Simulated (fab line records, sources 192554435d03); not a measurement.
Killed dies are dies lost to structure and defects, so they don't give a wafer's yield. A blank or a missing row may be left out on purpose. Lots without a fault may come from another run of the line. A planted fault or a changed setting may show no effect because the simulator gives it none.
Which tool did it? | flow n5_finfet | 11 lots, 32 wafers sampled, at 4 steps of a route of 1938

WHAT THE GAUGES READ, wafer by wafer
N5_BEOL_M15_INSPECT_30: inspects for defects (macro).
lot  | measured     | on                | raw_defect_count
L494 | day 12 13:20 | defect_inspect-02 | 0 1 1
L496 | day 12 20:07 | defect_inspect-02 | 3 1 0
L495 | day 12 20:17 | defect_inspect-02 | 4 2 2
L497 | day 13 10:43 | defect_inspect-01 | 0 1 0
L498 | day 13 13:09 | defect_inspect-01 | 0 4 1
L508 | day 16 05:39 | defect_inspect-02 | 1 6 3
L512 | day 16 11:25 | defect_inspect-01 | 1 0 3
L511 | day 16 16:40 | defect_inspect-01 | 0 2 2
L513 | day 17 10:55 | defect_inspect-01 | 3 3 1
L515 | day 17 19:44 | defect_inspect-01 | 0 3 2
L514 | day 18 19:20 | defect_inspect-02 | 2 4

WHICH TOOL RAN EACH LOT (tool, then ch and the chambers of the sampled wafers, then the start)
lot  | N5_BEOL_M15_STRIP_63                          | N5_BEOL_M15_ETCH_57                | N5_BEOL_M15_COAT_60
L494 | rie_diel-02 ch 1,2, day 12 12:22 or earlier   | rie_diel-02 ch 1,2, day 12 12:22   | litho_track-03 ch 0, day 12 12:53
L496 | rie_diel-05 ch 0,1, day 12 19:10 or earlier   | rie_diel-05 ch 1,3, day 12 19:10   | litho_track-03 ch 0, day 12 19:40
L495 | rie_diel-04 ch 0,1,3, day 12 19:20 or earlier | rie_diel-04 ch 1,2,3, day 12 19:20 | litho_track-02 ch 0, day 12 19:50
L497 | rie_diel-02 ch 1,2,3, day 13 09:46 or earlier | rie_diel-05 ch 1,2, day 13 09:46   | litho_track-02 ch 0, day 13 10:16
L498 | rie_diel-05 ch 1,3, day 13 12:11 or earlier   | rie_diel-02 ch 0,1,3, day 13 12:11 | litho_track-02 ch 0, day 13 12:42
L508 | rie_diel-02 ch 1,2, day 16 04:42 or earlier   | rie_diel-04 ch 1,2, day 16 04:42   | litho_track-03 ch 0, day 16 05:12
L512 | rie_diel-05 ch 2,3, day 16 10:28 or earlier   | rie_diel-02 ch 1,2, day 16 10:28   | litho_track-02 ch 0, day 16 10:58
L511 | rie_diel-05 ch 2,3, day 16 15:50 or earlier   | rie_diel-05 ch 1,2,3, day 16 15:50 | litho_track-03 ch 0, day 16 16:20
L513 | rie_diel-05 ch 0,2,3, day 17 09:58 or earlier | rie_diel-04 ch 0,1,3, day 17 09:58 | litho_track-02 ch 0, day 17 10:28
L515 | rie_diel-02 ch 1,2, day 17 18:55 or earlier   | rie_diel-04 ch 0,1,2, day 17 18:55 | litho_track-02 ch 0, day 17 19:25
L514 | rie_diel-05 ch 0,3, day 18 18:30 or earlier   | rie_diel-05 ch 2,3, day 18 18:30   | litho_track-01 ch 0, day 18 19:01
- N5_BEOL_M15_STRIP_63: strips in O2.
- N5_BEOL_M15_ETCH_57: etches SOC in N2/H2, time 750 s.
- N5_BEOL_M15_COAT_60: time 60 s, resist thk 89 nm.

THE ANSWER, worked out from the rows above alone
Rule: what is usual is taken from the lots themselves. Put in order of their means at a reading, lots are off if they are a third of the lots or fewer, leave a main group of 4 or more, and stand apart from it by a gap of 3 or more times the standard deviation of the main group's means; of several such gaps the widest counts. A main group whose means are all the same, to the digits that the tables above print for the reading, isn't used. A lot without any number at a reading at which 4 lots or more have one is off too. The other lots that the step has rows for count as sound.
No lot is off at any reading shown: from this, nothing can be told.

WHAT THE SIMULATOR HAD PUT IN
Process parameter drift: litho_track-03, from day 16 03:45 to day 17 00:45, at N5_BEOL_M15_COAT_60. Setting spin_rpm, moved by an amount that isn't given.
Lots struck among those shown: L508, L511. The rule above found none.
